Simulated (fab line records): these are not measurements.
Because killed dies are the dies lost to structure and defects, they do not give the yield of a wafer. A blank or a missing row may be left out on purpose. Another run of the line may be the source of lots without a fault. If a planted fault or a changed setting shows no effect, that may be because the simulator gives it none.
fab line records | flow nand_harc
[record] lots = 6 wafers = 18 last_day = 33
route steps=1302 shown THIN_TSV@1282
lots that met no fault: from a run of the same line without faults
start_h: start of the lot's first displayed wafer, in hours after the record's first day | wait_h: time in hours since the lot's previous step | " unchanged from the row above | L1.1+2: one row covering several wafers at once | - no value present, or no start provided | * or withheld: withheld | < > ~ a bound
route shown NAME@n: a module of which the file shows steps, and the number in the route of the first | usual: average and standard deviation across the fault-free wafers | same: alike in all rows | chamber/n: place in a boat | sites: each site's reading | _std_site: how widely they spread, as a standard deviation | _edge_site: the outer-site mean with the inner-site mean subtracted | radius_mm: for every site, how far away it sits from the centre of the wafer | mask NAME#n: copy n | behind: the last tool/chamber to shape the wafer | hold: reason for holding the lot/hours on hold/outcome of the hold | device: which transistor (n, p or np) failed to switch | end of line: the route-end tests of the same wafers | where a step has no rows: the recipe by itself | killed: count of dies lost to structure and defects at first sort (not the wafer's yield) | map: the dies of a wafer, with x for killed, . for not killed, _ for no die there
set.NAME: the setting that was run; set.NAME@STEP: the one run at that earlier step | model.NAME: the simulator's own value behind a step, which no gauge read
a table for each step, a row for each wafer; lots at some steps of the route
services: the hour from which a tool's chamber was out of use, counted from the record's first day as start_h (under 0 if before that day), plus the number of hours and why
[[steps]]
[step NHARC_THIN_TSV_PVD_24]
[recipe] target_thk_a = 8000 power_w = withheld chamber_pressure_pa = withheld substrate_temp_c = withheld time_s = withheld gas = Ar material = Al
[step NHARC_THIN_TSV_DEHYDRATE_25]
[recipe] temp_c = 150 time_s = 120
[step NHARC_THIN_TSV_HMDS_26]
[recipe] time_s = 30
[step NHARC_THIN_TSV_COAT_27]
[recipe] spin_rpm = *
[step NHARC_THIN_TSV_SOFTBAKE_28]
[recipe] temp_c = 122 time_s = 95
[step NHARC_THIN_TSV_EBR_29]
[step NHARC_THIN_TSV_EXPOSE_30]
[recipe] na = 0.55 dose_mj = 11.47 mask_id = PAD
[step NHARC_THIN_TSV_PEB_31]
[recipe] peb_temp_c = 118 peb_time_s = 85
[step NHARC_THIN_TSV_DEVELOP_32]
[recipe] time_s = 70
[step NHARC_THIN_TSV_CD_MEAS_33]
[recipe] target_cd_nm = 5000 landing_energy_ev = 500
[usual] cd_nm = 4999.9/1.8
// columns lot.wafer tool chamber start_h wait_h cd_nm
L485.3 cd_sem-03 0 616.78 - 4998.4
L485.4 " 0 " " 4999.0
L485.6 " 0 " " 4998.8
L492.1 cd_sem-03 0 672.69 - 5000.5
L492.2 " 0 " " 4996.8
L492.4 " 0 " " 4995.9
L494.2 cd_sem-03 0 697.04 - 5000.8
L494.3 " 0 " " 5000.0
L494.4 " 0 " " 5000.9
L493.1 cd_sem-01 0 698.08 - 4998.6
L493.5 " 0 " " 5002.0
L493.6 " 0 " " 5000.3
L496.1 cd_sem-01 0 703.84 - 5000.0
L496.5 " 0 " " 5000.2
L496.6 " 0 " " 4999.0
L503.1 cd_sem-03 0 790.36 - 4998.0
L503.2 " 0 " " 4999.2
L503.6 " 0 " " 5002.0
[step NHARC_THIN_TSV_HARDBAKE_34]
[recipe] temp_c = 125 time_s = 80
[step NHARC_THIN_TSV_DESCUM_35]
[recipe] time_s = 3 o2_flow_sccm = 200 ar_flow_sccm = 0 bias_power_w = 0 chemistry = O2
[usual] chamber_pressure_mTorr = 60.00/0.051 drypump_motor_current_A = 5.3/0.36 mfc_ar_sccm = 0.005/0.0098 oes_product_au = 1.001/0.0087 rf_vpp_V = 57.8/0.81 showerhead_plenum_p_Torr = 1.89/0.053 throttle_valve_pct = 11.311/0.0093
[same] time_s = 3
// columns lot.wafer tool chamber start_h wait_h chamber_pressure_mTorr drypump_motor_current_A mfc_ar_sccm oes_product_au rf_hours_counter_h rf_vpp_V showerhead_plenum_p_Torr throttle_valve_pct
L485.4 rie_diel-10 0 616.95 - 59.99 5.2 0 0.998 0.4 57.4 1.94 11.302
L485.3 " 1 " " 60.04 5.5 0.031 1.006 0.4 57.5 1.90 11.315
L485.6 " 3 " " 59.97 4.9 0 0.992 - 58.4 1.79 11.315
L492.4 rie_diel-10 0 672.85 - 59.99 5.1 0 0.996 3.1 57.8 1.94 11.306
L492.1 " 1 " " 60.09 5.5 0.031 1.001 2.9 58.9 1.90 11.300
L492.2 " 2 " " 60.01 5.4 0 1.002 3.0 57.0 1.92 11.298
L494.2 rie_diel-11 1 697.21 - 59.91 5.4 0 0.997 4.5 57.9 1.90 11.308
L494.3 " 2 " " 59.97 6.1 0.013 1.013 5.2 57.4 1.95 11.308
L494.4 " 3 " " 60.01 5.8 0.012 0.988 4.1 57.5 1.89 11.318
L493.1 rie_diel-10 3 698.26 - 60.00 4.9 0 1.002 3.8 56.5 1.79 11.291
L493.6 " 3 " " 60.04 4.9 0 1.000 - 57.6 1.79 11.318
L493.5 " 0 " " 59.97 5.2 0 0.994 - 57.6 1.94 11.303
L496.1 rie_diel-11 3 704.01 - 60.03 5.8 0.012 0.994 4.6 57.0 1.89 11.301
L496.5 " 2 " " 60.06 6.1 0.013 1.005 - 57.7 1.95 11.313
L496.6 " 3 " " 60.06 5.8 0.012 0.995 - 58.0 1.89 11.288
L503.2 rie_diel-10 3 790.52 - 60.03 4.9 0 0.988 0.6 59.0 1.79 11.323
L503.1 " 0 " " 60.00 5.1 0 1.001 0.4 58.3 1.93 11.296
L503.6 " 3 " " 59.96 4.9 0 0.984 - 58.4 1.79 11.306
[step NHARC_THIN_TSV_ETCH_59]
[recipe] target_depth_a = 8800 icp_w = 900 bias_w = 100 Cl2_flow_sccm = 60 bcl3_flow_sccm = 30 time_s = 138.1 chemistry = Cl2/BCl3
[usual] chamber_pressure_mTorr = 9.999/0.0081 drypump_motor_current_A = 5.6/0.5 oes_product_au = 0.999/0.012 run_length_s = 159.0/0.39 throttle_valve_pct = 22.264/0.0086
// columns lot.wafer tool chamber start_h wait_h chamber_pressure_mTorr drypump_motor_current_A oes_product_au rf_hours_counter_h run_length_s throttle_valve_pct
L485.4 rie_metal-01 0 617.14 0.2 10.003 4.9 0.985 - 158.9 22.262
L485.3 " 1 " " 10.001 5.5 0.986 - 159.5 22.281
L485.6 " 0 " " 10.005 4.8 0.991 - 159.0 22.269
L492.1 rie_metal-02 1 672.98 0.1 10.003 5.7 1.004 0.7 158.3 22.260
L492.2 " 0 " " 9.993 5.6 0.998 0.7 159.1 22.268
L492.4 " 1 " " 9.993 5.7 1.007 - 158.3 22.264
L494.2 rie_metal-02 0 697.37 0.1 10.008 5.5 1.009 1.1 138.6 22.266
L494.3 " 1 " " 10.002 5.7 0.999 - 137.5 22.277
L494.4 " 0 " " 9.987 5.6 1.016 - 137.9 22.254
L493.1 rie_metal-01 0 698.40 0.1 9.991 4.8 0.987 1.9 158.8 22.254
L493.5 " 0 " " 10.004 4.8 0.991 - 158.6 22.259
L493.6 " 1 " " 9.997 5.5 0.993 - 159.1 22.263
L496.1 rie_metal-02 0 704.16 0.1 10.006 5.6 1.003 1.6 138.3 22.264
L496.6 " 1 " " 10.003 5.7 1.005 - 137.3 22.263
L496.5 " 0 " " 10.002 5.6 1.002 - 138.2 22.249
L503.1 rie_metal-03 0 790.64 0.1 10.000 6.5 1.002 1.5 159.6 22.262
L503.2 " 1 " " 10.008 5.8 0.963 1.5 159.3 22.270
L503.6 " 0 " " 9.988 6.5 1.005 - 159.4 22.263
[step NHARC_THIN_TSV_ETCH_36]
[recipe] target_depth_a = 650 over_etch_frac = 0.3 time_s = 18.571 ion_energy_ev = 150 chemistry = Cl2/BCl3
[usual] chamber_pressure_mTorr = 10.001/0.0089 drypump_motor_current_A = 5.6/0.51 oes_product_au = 0.998/0.011 run_length_s = 39.5/0.37
[same] time_s = 18.571
// columns lot.wafer tool chamber start_h wait_h chamber_pressure_mTorr drypump_motor_current_A oes_product_au rf_hours_counter_h run_length_s
L485.3 rie_metal-01 1 617.34 0.1 10.004 5.5 1.001 - 39.9
L485.4 " 0 " " 9.998 4.9 0.989 - 39.3
L485.6 " 1 " " 10.008 5.5 0.992 - 39.8
L492.1 rie_metal-02 1 673.24 0.2 10.015 5.7 1.015 0.8 38.7
L492.2 " 0 " " 10.001 5.6 1.010 0.8 39.9
L492.4 " 1 " " 10.014 5.7 1.015 - 38.8
L494.2 rie_metal-02 0 697.59 0.2 10.004 5.5 1.005 1.3 39.7
L494.4 " 0 " " 10.003 5.5 1.009 - 39.2
L494.3 " 1 " " 9.994 5.7 1.016 - 38.8
L493.1 rie_metal-01 0 698.66 0.2 9.973 4.8 0.992 2.0 39.1
L493.5 " 1 " " 10.018 5.5 1.001 - 40.2
L493.6 " 0 " " 9.993 4.8 0.992 - 39.4
L496.1 rie_metal-02 0 704.39 0.2 9.997 5.5 1.011 1.7 39.3
L496.6 " 1 " " 10.000 5.7 1.017 - 38.7
L496.5 " 0 " " 9.985 5.5 1.001 - 39.5
L503.2 rie_metal-03 0 790.91 0.2 9.992 6.5 0.997 1.6 39.8
L503.1 " 1 " " 10.012 5.8 0.968 1.6 39.4
L503.6 " 0 " " 10.016 6.5 1.006 - 39.7
[[services]]
// columns tool chamber start_h hours kind
rie_diel-10 - 596.50 9.0 pm
rie_diel-10 0 596.50 9.0 vent_cycle
rie_diel-10 1 596.50 9.0 vent_cycle
rie_diel-10 2 596.50 9.0 vent_cycle
rie_diel-10 3 596.50 9.0 vent_cycle
rie_diel-10 0 605.50 - clean
rie_diel-10 1 605.50 - clean
rie_diel-10 2 605.50 - clean
rie_diel-11 - 609.50 9.0 pm
rie_metal-03 - 622.71 2.1 repair
rie_diel-11 - 625.14 0.3 repair
rie_metal-03 1 625.49 9.5 repair
rie_metal-02 - 631.00 9.0 pm
rie_metal-02 0 631.00 9.0 vent_cycle
rie_metal-02 1 631.00 9.0 vent_cycle
rie_metal-02 0 640.00 - clean
rie_metal-02 1 640.00 - clean
rie_diel-11 1 651.62 2.1 repair
rie_diel-10 2 690.95 11.6 repair
rie_metal-03 - 696.00 9.0 pm
rie_metal-01 - 718.57 0.8 repair
rie_metal-01 - 752.00 9.0 pm
rie_diel-10 - 773.50 9.0 pm
rie_diel-11 - 786.50 9.0 pm
[[key]]
[first_sign] step = NHARC_THIN_TSV_ETCH_59 reading = run_length_s direction = down sigmas = 54 usual = * struck = *
effect none on later readings
met_at NHARC_THIN_TSV_ETCH_59
struck_wafers L494.2,L494.3,L494.4,L496.1,L496.5,L496.6
later_rows_left_out L494.2,L494.3,L494.4,L496.1,L496.5,L496.6
sort_left_out L494.2,L494.3,L494.4,L496.1,L496.5,L496.6
onset_between 672.98 697.37
[fault] kind = process_parameter_drift tool = rie_metal-02 chamber = - onset_h = 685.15 steps = NHARC_THIN_TSV_ETCH_59 channel = time_s offset = * shape = step end_h = 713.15 acts_in = * stated = *
// sort_left_out: the simulated sort isn't trusted on such a fault, so these wafers' sort isn't shown, and their yield isn't known
// later_rows_left_out: the simulator's readings of these wafers behind a module that went badly wrong aren't trusted and aren't shown, but for the sort
